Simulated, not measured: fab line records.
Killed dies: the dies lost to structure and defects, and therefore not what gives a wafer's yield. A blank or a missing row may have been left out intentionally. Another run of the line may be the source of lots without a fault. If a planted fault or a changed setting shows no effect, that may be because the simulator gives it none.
Which tool was responsible? :: flow n5Finfet :: 36 wafers from 12 lots sampled at 2 of the route's 1938 steps

== WHAT THE GAUGES READ, wafer by wafer ==
N5_BEOL_M0_CUTY_INSPECT_59: inspects for defects (macro).
lot: L075
measured: day 5 23:28
on: defectInspect-02
rawDefectCount: 1 3 3

lot: L077
measured: day 6 10:00
on: defectInspect-02
rawDefectCount: 1 4 2

lot: L079
measured: day 7 02:01
on: defectInspect-02
rawDefectCount: 5 2 3

lot: L081
measured: day 7 13:06
on: defectInspect-02
rawDefectCount: 2 2 2

lot: L083
measured: day 8 00:43
on: defectInspect-01
rawDefectCount: 3 0 3

lot: L085
measured: day 8 17:17
on: defectInspect-01
rawDefectCount: 1 3 4

lot: L087
measured: day 9 03:11
on: defectInspect-02
rawDefectCount: 2 2 1

lot: L089
measured: day 9 12:12
on: defectInspect-02
rawDefectCount: 4 3 4

lot: L091
measured: day 9 23:02
on: defectInspect-01
rawDefectCount: 1 1 0

lot: L093
measured: day 10 06:35
on: defectInspect-02
rawDefectCount: 4 3 2

lot: L095
measured: day 11 02:29
on: defectInspect-02
rawDefectCount: 1 1 5

lot: L097
measured: day 11 14:25
on: defectInspect-01
rawDefectCount: 1 4 1

== TOOL THAT RAN EACH LOT (tool first, then ch and the chambers of the sampled wafers, then the start) ==
lot: L075
N5_BEOL_M0_SAQP_ETCH_49: rieDiel-02 ch 0,1,3, day 5 22:56

lot: L077
N5_BEOL_M0_SAQP_ETCH_49: rieDiel-06 ch 1,2, day 6 09:27

lot: L079
N5_BEOL_M0_SAQP_ETCH_49: rieDiel-01 ch 1,2, day 7 01:26

lot: L081
N5_BEOL_M0_SAQP_ETCH_49: rieDiel-01 ch 1,2,3, day 7 12:40

lot: L083
N5_BEOL_M0_SAQP_ETCH_49: rieDiel-06 ch 0,1,3, day 8 00:17

lot: L085
N5_BEOL_M0_SAQP_ETCH_49: rieDiel-02 ch 0,2,3, day 8 16:44

lot: L087
N5_BEOL_M0_SAQP_ETCH_49: rieDiel-06 ch 2,3, day 9 02:38

lot: L089
N5_BEOL_M0_SAQP_ETCH_49: rieDiel-02 ch 0,3, day 9 11:39

lot: L091
N5_BEOL_M0_SAQP_ETCH_49: rieDiel-06 ch 0,2, day 9 22:29

lot: L093
N5_BEOL_M0_SAQP_ETCH_49: rieDiel-01 ch 1,2, day 10 06:03

lot: L095
N5_BEOL_M0_SAQP_ETCH_49: rieDiel-01 ch 0,2, day 11 01:56

lot: L097
N5_BEOL_M0_SAQP_ETCH_49: rieDiel-06 ch 0,2, day 11 13:52
- N5_BEOL_M0_SAQP_ETCH_49: etches SiO2 in CF4/O2, target depth 37 nm.

== THE ANSWER, worked out from the rows above alone ==
Rule: the lots themselves supply what counts as usual. The widest of any qualifying gaps counts: lots, ordered by their means at a reading, are off when they make up no more than a third of the lots, leave a main group of 4 or more, and stand apart from it by 3 or more times the standard deviation of that group's means. A main group is skipped when, at the precision printed for the reading in the tables above, its means are all equal. A lot without any number at a reading at which 4 lots or more have one is off too. All remaining lots with rows at the step are treated as sound.
Across all readings shown, no lot is off: no conclusion can be drawn from this.

== WHAT WAS PUT IN BY THE SIMULATOR ==
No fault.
